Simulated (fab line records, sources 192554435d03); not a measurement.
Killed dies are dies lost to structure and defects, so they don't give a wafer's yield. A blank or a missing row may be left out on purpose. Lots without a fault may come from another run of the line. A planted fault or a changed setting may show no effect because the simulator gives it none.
fab line records | flow n5_finfet
record lots=5 wafers=15 last_day=17
route steps=1938 shown SD_EPI_P@309 SD_ACTIVATION@330 ILD0@335 SDB@347 MOL_CONTACT_COAG@538 BEOL_M4@1111 PASSIVATION@1936
lots that met no fault: from a run of the same line without faults
start_h: hours from the record's first day to the start of the lot's first wafer shown | wait_h: hours since the lot's step before | " the same as in the row above | L1.1+2: a row that stands for several wafers | - no value, or no start given | * or withheld: withheld | < > ~ a bound
route shown NAME@n: a module of which the file shows steps, and the number in the route of the first | usual: mean/standard deviation of fault-free wafers | same: alike in all rows | chamber/n: place in a boat | sites: the reading at each site | _std_site: their standard deviation | _edge_site: outer sites' mean less inner sites' | radius_mm: how far each site lies from the wafer's centre | mask NAME#n: copy n | behind: the tool/chamber that last shaped the wafer | hold: why the lot was held/for how many hours/how that ended | device: the transistor (n, p or np) that didn't switch | end of line: the same wafers' tests at the end of the route | a step without rows: its recipe alone | killed: dies lost to structure and defects at the first sort, not the wafer's yield | map: a wafer's dies, x killed, . not, _ none there
set.NAME: the setting as run; set.NAME@STEP: as run at that earlier step | model.NAME: the simulator's own value behind a step, which no gauge read
lots at some steps of the route; a table a step, a row a wafer
services: from which hour (start_h, from the record's first day; less than 0 if before it) a tool's chamber was out of use, for how many hours, and why
## steps
# step N5_SD_EPI_P_STRIP_38
# recipe chemistry=N2/H2 temp_c=40 n2_flow_sccm=200 h2_flow_sccm=200 rf_frequency_hz=6e+07
# step N5_SD_EPI_P_ETCHBACK_46
# recipe chemistry=CH3F/O2 mode=anisotropic_etchback target=SiNx target_depth_a=175 stop_on=SiO2 over_etch_frac=0.3 ion_energy_ev=120 pressure_mtorr=30 source_w=395 bias_w=73 Ar_flow_sccm=150 CH3F_flow_sccm=30 O2_flow_sccm=20
# step N5_SD_EPI_P_ETCH_47
# recipe chemistry=CH3F/O2 target=SiOCN target_depth_a=250 mask_material=SOC ion_energy_ev=60 bias_w=29 pressure_mtorr=30 source_w=410 Ar_flow_sccm=150 CH3F_flow_sccm=30 O2_flow_sccm=20
# step N5_SD_EPI_P_ETCH_16
# recipe chemistry=CHF3/O2 target=SiO2 target_depth_a=50 mask_material=SOC pressure_mtorr=30 source_w=650 bias_w=170 Ar_flow_sccm=200 CHF3_flow_sccm=50 O2_flow_sccm=5 ion_energy_ev=200
# step N5_SD_EPI_P_STRIP_50
# recipe chemistry=CHF3/O2 resist=SiARC rf_frequency_hz=6e+07
# step N5_SD_EPI_P_SD_RECESS_17
# recipe chemistry=HBr/Cl2/O2 target_depth_a=391 bt_time_s=3 pressure_mtorr=10 icp_w=800 bias_w=112 HBr_flow_sccm=150 Cl2_flow_sccm=80 O2_flow_sccm=12
# step N5_SD_EPI_P_WET_ETCH_45
# recipe chemistry=dHF dilution=withheld time_s=10.7 target=SiO2 target_depth_a=20 temp_c=25 dry=ipa_marangoni rinse_time_s=30 rinse_temp_c=23
# step N5_SD_EPI_P_STRIP_40
# recipe chemistry=N2/H2 power_w=1000 temp_c=250 h2_frac=0.65 overash_fraction=0.3 pressure_mtorr=withheld n2_flow_sccm=1750 h2_flow_sccm=3250
# step N5_SD_EPI_P_PRECLEAN_52
# recipe chemistry=O3/DIW time_s=60 temp_c=22 o3_ppm=10
# step N5_SD_EPI_P_SRD_20
# recipe dry=ipa_marangoni do_ppb=5 time_s=30 temp_c=23 rinse_liquid=diw
# step N5_SD_EPI_P_PRECLEAN_51
# recipe chemistry=NF3:NH3 afs_cycles=1 temp_c=30 time_s=20 sublimation_temp_c=180 sublimation_time_s=60 pressure_torr=3 rf_power_w=30
# step N5_SD_EPI_P_VAPOR_ETCH_44
# recipe chemistry=NF3/Ar target=SiGe30 temp_c=25 time_s=3.3 mode=isotropic
# step N5_SD_EPI_P_EPI_21
# recipe material=SiGe:B dopant=B temp_c=550 pressure_torr=20 ambient=H2 time_s=355
# usual chamber_pressure_Torr=20.00/0.041
# columns lot.wafer tool chamber start_h wait_h chamber_pressure_Torr model.SiGe-B_of_SD_EPI_P_EPI_21.thk_nm
L854.2 epi_rpcvd-02 0 93.04 0.5 19.97 60
L854.4 " 0 " " 20.01 60.4
L854.5 " 0 " " 19.97 61
L860.1 epi_rpcvd-02 0 127.79 0.1 19.97 56
L860.4 " 0 128.87 1.1 19.96 56.4
L860.6 " 0 " " 20.00 55.8
L862.1 epi_rpcvd-02 0 140.42 0.1 20.01 57
L862.3 " 0 " " 20.02 56.6
L862.6 " 0 142.22 1.8 20.04 57.6
L863.2 epi_rpcvd-02 0 146.69 0.6 20.01 56.2
L863.3 " 0 " " 19.98 56
L863.4 " 0 " " 20.05 56
L869.1 epi_rpcvd-04 0 184.08 0.1 20.05 60.8
L869.2 " 0 " " 20.00 60.6
L869.4 " 0 " " 19.93 60.4
# step N5_SD_EPI_P_EPI_MEAS_23
# recipe mode=xrd
# usual thk_nm=60.9/1.4
# columns lot.wafer tool chamber start_h wait_h thk_nm
L854.2 film_metro-01 - 94.88 1.5 60.5
L854.4 " - " " 60.5
L854.5 " - " " 63.2
L860.1 film_metro-02 - 129.98 1.8 56.0
L860.4 " - " " 56.3
L860.6 " - " " 55.4
L862.1 film_metro-02 - 142.61 1.8 55.1
L862.3 " - " " 54.8
L862.6 " - " " 56.8
L863.2 film_metro-01 - 149.13 2.0 55.8
L863.3 " - " " 56.5
L863.4 " - " " 56.9
L869.1 film_metro-02 - 186.28 1.8 59.2
L869.2 " - " " 61.2
L869.4 " - " " 60.3
# step N5_SD_EPI_P_HM_STRIP_48
# recipe chemistry=H3PO4 temp_c=160 material=SiNx target=SiNx target_depth_a=30 overetch_fraction=0.3
# step N5_SD_EPI_P_SRD_49
# recipe dry=ipa_marangoni time_s=30 temp_c=23 rinse_liquid=diw
# step N5_SD_EPI_P_PRECLEAN_24
# recipe chemistry=O3/DIW time_s=45 temp_c=22 o3_ppm=10
# step N5_SD_EPI_P_PRECLEAN_32
# recipe chemistry=dHF time_s=10 dilution=500:1 temp_c=25
# step N5_SD_EPI_P_PRECLEAN_33
# recipe chemistry=SC2 time_s=45 temp_c=35 mix=1:1:50
# step N5_SD_EPI_P_SRD_25
# recipe time_s=30 temp_c=23 rinse_liquid=diw dry=ipa_marangoni
# step N5_SD_ACTIVATION_RTA_00
# recipe temp_c=975 time_s=0 ambient=N2 idle_temp_c=600 ramp_up_c_per_s=150 ramp_down_c_per_s=60 cool_to_c=600
# step N5_SD_ACTIVATION_LSA_01
# recipe temp_c=1080 time_s=0.0008 ambient=N2
# step N5_SD_ACTIVATION_RS_MEAS_03
# recipe thk_meas_gauge=four-point-probe
# usual RS_SD_N=21.97/0.28 RS_SD_P=56.2/1.1
# columns lot.wafer tool chamber start_h wait_h RS_SD_N[ohm/sq] RS_SD_P[ohm/sq]
L854.2 film_metro-02 - 95.50 0.2 22.26 56.8
L854.4 " - " " 21.91 56.8
L854.5 " - " " 22.26 55.4
L860.1 film_metro-01 - 130.99 0.2 22.41 61.7
L860.4 " - " " 22.64 60.6
L860.6 " - " " 22.02 61.4
L862.1 film_metro-01 - 143.27 0.2 21.97 60.1
L862.3 " - " " 21.67 60.3
L862.6 " - " " 21.86 59.1
L863.2 film_metro-02 - 149.78 0.2 21.38 61.0
L863.3 " - " " 21.83 61.2
L863.4 " - " " 21.77 61.3
L869.1 film_metro-02 - 186.88 0.2 21.26 56.0
L869.2 " - " " 21.46 55.7
L869.4 " - " " 21.77 56.1
# step N5_ILD0_LINER_00
# recipe material=SiNx target_thk_a=40 temp_c=400 ald_precursor_family=SiH2I2 ald_co_reactant=N2/H2-plasma pulse_time_s=1 purge_time_s=2 co_reactant_purge_time_s=2 ald_cycles=80 pressure_torr=2
# step N5_ILD0_FCVD_FILL_01
# recipe material=SiO2_flowable target_thk_a=2000 temp_c=100 pressure_torr=0.8 rf_w=2000 time_s=328.3
# step N5_ILD0_CURE_02
# recipe temp_c=450 time_s=1800 ambient=steam idle_temp_c=400 ramp_up_c_per_min=5 ramp_down_c_per_min=3 densification_p_h2o_torr=640
# step N5_ILD0_CMP_03
# recipe stop_on=SiNx t_overpolish_s=1.9 post_cmp_clean=alkaline_brush down_force_psi=4.1491 platen_rpm=51.796 pad_velocity_m_s=1.0306 target_thk_nm=197.38
# step N5_ILD0_CMP_07
# recipe stop_on=poly-Si material=SiO2_flowable t_overpolish_s=1.18 post_cmp_clean=alkaline_brush down_force_psi=4.1491 platen_rpm=51.796 pad_velocity_m_s=1.0306 target_thk_nm=138.88
# step N5_ILD0_PRECLEAN_10
# recipe chemistry=NF3:NH3 afs_cycles=5 time_s=20 temp_c=30 sublimation_temp_c=180 sublimation_time_s=60 pressure_torr=3 rf_power_w=30
# step N5_ILD0_ALD_15
# recipe material=SiNx target_thk_a=240 temp_c=400 ald_precursor_family=SiH2I2 ald_co_reactant=N2/H2-plasma pulse_time_s=1 ald_cycles=480 purge_time_s=2 co_reactant_purge_time_s=2 pressure_torr=2
# step N5_ILD0_CMP_12
# recipe stop_on=poly-Si material=SiNx t_overpolish_s=6 post_cmp_clean=alkaline_brush down_force_psi=2.5 platen_rpm=51.8 pad_velocity_m_s=1.0307 target_thk_nm=17.67
# step N5_SDB_HM_DEP_00
# recipe material=SiNx target_thk_a=400 temp_c=400 precursor=SiH4/NH3/N2 pressure_torr=1.5 rf_w=300 time_s=35.3
# step N5_SDB_COAT_03
# recipe resist=SOC temp_c=250 time_s=60 spin_rpm=1500 resist_thk_nm=100
# step N5_SDB_COAT_04
# recipe resist=SiARC temp_c=220 time_s=60 spin_rpm=1500 resist_thk_nm=18
# step N5_SDB_COAT_05
# recipe resist=CAR-ArF spin_rpm=1500 resist_thk_nm=90
# step N5_MOL_CONTACT_COAG_ETCH_110
# recipe chemistry=CF4/O2 target=Si target_depth_a=25 time_s=8 pressure_mtorr=100 source_w=200 bias_w=12 ion_energy_ev=60 Ar_flow_sccm=100 cf4_flow_sccm=100 O2_flow_sccm=10
# usual cf4_flow_sccm=100.00/0.25 drypump_motor_current_A=5.8/0.44 oes_o_777_au=0.78/0.1 oes_product_au=0.77/0.098 rf_vpp_V=126/3.2 showerhead_plenum_p_Torr=2.19/0.069 throttle_valve_pct=10.8/0.34
# columns lot.wafer tool chamber start_h wait_h cf4_flow_sccm drypump_motor_current_A oes_o_777_au oes_product_au rf_hours_counter_h rf_vpp_V showerhead_plenum_p_Torr throttle_valve_pct model.SiGe-B_of_SD_EPI_P_EPI_21.thk_nm
L854.2 rie_diel-05 2 127.85 0.0 99.89 5.1 0.71 0.72 188 128 2.32 10.8 57.2
L854.4 " 1 " " 100.55 6.1 0.93 0.91 24 126 2.19 10.3 57.6
L854.5 " 1 " " 100.43 6.1 0.93 0.90 - 126 2.19 10.3 58
L860.1 rie_diel-05 0 163.07 0.0 99.89 5.7 0.72 0.68 237 130 2.11 11.1 53.4
L860.4 " 0 " " 100.04 5.7 0.71 0.68 - 129 2.11 11.1 53.8
L860.6 " 2 " " 99.97 5.1 0.70 0.70 - 128 2.32 10.8 53.2
L862.1 rie_diel-04 0 174.76 0.0 100.27 5.6 0.71 0.68 238 125 2.12 10.9 54.2
L862.3 " 2 " " 99.86 5.8 0.76 0.72 176 125 2.29 10.9 54
L862.6 " 0 " " 99.86 5.6 0.70 0.68 - 125 2.12 10.9 54.8
L863.2 rie_diel-06 3 180.63 0.0 99.96 6.5 0.92 0.90 54 121 2.14 10.4 53.4
L863.3 " 1 " " 100.13 6.0 0.72 0.70 236 129 2.19 11.2 53.2
L863.4 " 0 " " 100.21 6.6 0.70 0.69 245 126 2.21 11.2 53.4
L869.1 rie_diel-05 1 217.43 0.0 100.05 6.1 0.86 0.85 59 127 2.17 10.4 57.8
L869.2 " 2 " " 99.81 5.1 0.69 0.69 223 126 2.31 10.9 57.8
L869.4 " 1 " " 99.75 6.0 0.87 0.85 - 127 2.17 10.4 57.6
# step N5_BEOL_M4_RC_MEAS_101
# usual DIBL_N=36.0/2.5 DIBL_P=36.7/3 IOFF_N=0.16/0.043 IOFF_P=0.21/0.049 ION_N=673/15 ION_P=461/9.8 RS_SD_P=65.9/1.3 SS_N=71.5/0.83 SS_P=73.4/0.83 VT_N=250/4 VT_P=-251/4
# columns lot.wafer tool chamber start_h wait_h DIBL_N[mV/V] DIBL_P[mV/V] IOFF_N[nA/um] IOFF_P[nA/um] ION_N[uA/um] ION_P[uA/um] RS_SD_P[ohm/sq] SS_N[mV/dec] SS_P[mV/dec] VT_N[mV] VT_P[mV]
L854.2 prober-01 0 200.08 0.2 33.9 35.4 0.13 0.19 667 466 67.2 71.1 73.3 251 -250
L854.4 " 0 " " 35.2 36.0 0.14 0.19 657 449 66.7 70.9 73.2 252 -251
L854.5 " 0 " " 36.3 38.9 0.17 0.27 671 465 66.0 70.7 74.9 247 -247
L860.1 prober-02 0 237.10 0.0 33.9 31.2 0.12 0.18 673 465 72.2 70.8 72.6 253 -252
L860.4 " 0 " " 35.0 33.0 0.14 0.20 681 468 70.9 71.3 71.9 251 -248
L860.6 " 0 " " 36.0 34.6 0.14 0.20 673 457 72.4 71.1 73.1 250 -251
L862.1 prober-01 0 243.35 0.0 35.8 35.5 0.14 0.20 662 453 70.1 71.2 72.4 251 -253
L862.3 " 0 " " 36.8 37.0 0.16 0.22 666 458 70.7 72.1 74.7 251 -247
L862.6 " 0 " " 38.0 38.5 0.19 0.25 680 462 70.2 71.3 73.8 247 -249
L863.2 prober-01 0 266.77 0.2 37.9 40.6 0.20 0.26 682 465 71.5 72.1 74.6 247 -248
L863.3 " 0 " " 36.3 37.8 0.17 0.21 667 449 71.6 71.5 73.8 250 -248
L863.4 " 0 " " 34.1 35.6 0.13 0.18 667 452 71.4 71.5 73.1 253 -254
L869.1 prober-01 0 305.14 0.0 36.1 36.6 0.15 0.21 660 462 65.7 72.1 73.6 250 -249
L869.2 " 0 " " 34.3 34.1 0.12 0.18 654 453 65.8 72.2 72.7 252 -251
L869.4 " 0 " " 39.4 41.6 0.26 0.32 713 488 66.5 73.3 74.2 240 -244
# step N5_PASSIVATION_PROBE_49
# usual defect_limited_yield=91.1/1.5 killed_at_M0_to_M3=37/11 killed_at_M4_up=13/5.6 killed_at_contacts=12/5.6 killed_at_front_end=39/11 killed_at_other=4/3.1 killed_dies=105/18 killed_open=69/13 killed_short=35/7.4 sort_bin_5_function=5.1/0.92 sort_bin_6_memory=3.4/0.76 sort_n_pass=1075/18 sort_yield_pct=91.1/1.5
# same gross_dies=1180 killed_at_back_side=0 sort_bin_4_leakage[%]=0 sort_bin_8_speed[%]=0
# columns lot.wafer tool chamber start_h wait_h defect_limited_yield[%] killed_at_M0_to_M3 killed_at_M4_up killed_at_contacts killed_at_front_end killed_at_other killed_dies killed_open killed_short sort_bin_5_function[%] sort_bin_6_memory[%] sort_n_pass sort_yield_pct[%]
L869.1 prober-01 - 413.63 0.0 90.9 30 19 1 51 6 107 71 36 5.5 3.6 1073 90.9
L869.2 prober-01 - 413.68 0.1 90.8 50 13 4 37 4 108 70 38 5.4 3.6 1072 90.8
L869.4 prober-01 - 413.78 0.2 93.1 38 15 3 20 6 82 53 27 4.5 2.1 1098 93.1
# killed by level:class
L869.1 STI_FIN_REVEAL:geometric_particle:open=17 BEOL_M0_SAQP:geometric_particle:open=8 BEOL_M4:geometric_particle:open=7 FIN_SAQP:geometric_particle:short=6 BEOL_M3:geometric_particle:open=6 STARTING-WAFER:geometric_particle:short=6 FIN_SAQP:geometric_particle:open=5 STI_FIN_REVEAL:geometric_particle:short=5
L869.2 BEOL_M0_SAQP:geometric_particle:short=15 STI_FIN_REVEAL:geometric_particle:open=14 BEOL_M0_SAQP:geometric_particle:open=14 BEOL_M3:geometric_particle:open=12 STI_FIN_REVEAL:geometric_particle:short=6 BEOL_M4:geometric_particle:open=6 BEOL_M8:geometric_particle:open=4 FIN_SAQP:geometric_particle:short=3
L869.4 BEOL_M0_SAQP:geometric_particle:open=13 BEOL_M4:geometric_particle:open=8 BEOL_M0_SAQP:geometric_particle:short=7 BEOL_M3:geometric_particle:open=6 BEOL_M2:geometric_particle:open=5 STI_FIN_REVEAL:geometric_particle:open=4 GATE_CUT:geometric_particle:short=3 BEOL_M1:geometric_particle:open=3
## services
# columns tool chamber start_h hours kind
epi_rpcvd-04 - 89.26 18.4 repair
rie_diel-05 2 90.55 4.2 repair
epi_rpcvd-04 - 107.67 2.8 pm
rie_diel-06 0 107.86 29.5 repair
rie_diel-05 2 112.56 7.4 repair
rie_diel-04 2 130.36 10.1 repair
rie_diel-05 3 134.08 65.0 repair
rie_diel-05 1 183.09 9.7 repair
rie_diel-06 0 194.55 - clean
rie_diel-06 0 194.55 - consumable_replace:focus_ring
rie_diel-06 0 194.55 34.3 scheduled_down
rie_diel-06 0 194.55 34.3 vent_cycle
rie_diel-05 0 199.06 - clean
rie_diel-05 0 199.06 - consumable_replace:focus_ring
rie_diel-05 0 199.06 - consumable_replace:showerhead
rie_diel-05 0 199.06 18.2 scheduled_down
rie_diel-05 0 199.06 18.2 vent_cycle
epi_rpcvd-02 - 199.09 1.5 repair
rie_diel-04 0 205.22 - clean
rie_diel-04 0 205.22 - consumable_replace:focus_ring
rie_diel-04 0 205.22 - consumable_replace:showerhead
rie_diel-04 0 205.22 14.1 scheduled_down
epi_rpcvd-02 - 209.20 2.8 pm
rie_diel-05 3 209.61 4.5 repair
## key
first_sign step=N5_SD_EPI_P_EPI_MEAS_23 reading=thk_nm direction=down sigmas=3.5 usual=* struck=*
effect step=N5_SD_ACTIVATION_RS_MEAS_03 reading=RS_SD_P direction=up sigmas=4 usual=56.2 struck=60.7
effect step=N5_BEOL_M4_RC_MEAS_101 reading=RS_SD_P direction=up sigmas=4.2 usual=65.9 struck=71.2
model_effect step=N5_SD_EPI_P_EPI_21 value=SiGe-B_of_SD_EPI_P_EPI_21.thk_nm without=61.02 struck=56.4
model_effect step=N5_MOL_CONTACT_COAG_ETCH_110 value=SiGe-B_of_SD_EPI_P_EPI_21.thk_nm without=58.11 struck=53.71
met_at N5_SD_EPI_P_EPI_21
struck_wafers L860.1,L860.4,L860.6,L862.1,L862.3,L862.6,L863.2,L863.3,L863.4
onset_between 93.04 127.79
fault kind=process_parameter_drift tool=epi_rpcvd-02 chamber=0 onset_h=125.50 steps=N5_SD_EPI_P_EPI_21 channel=time_s offset=* shape=step end_h=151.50 acts_in=* stated=*
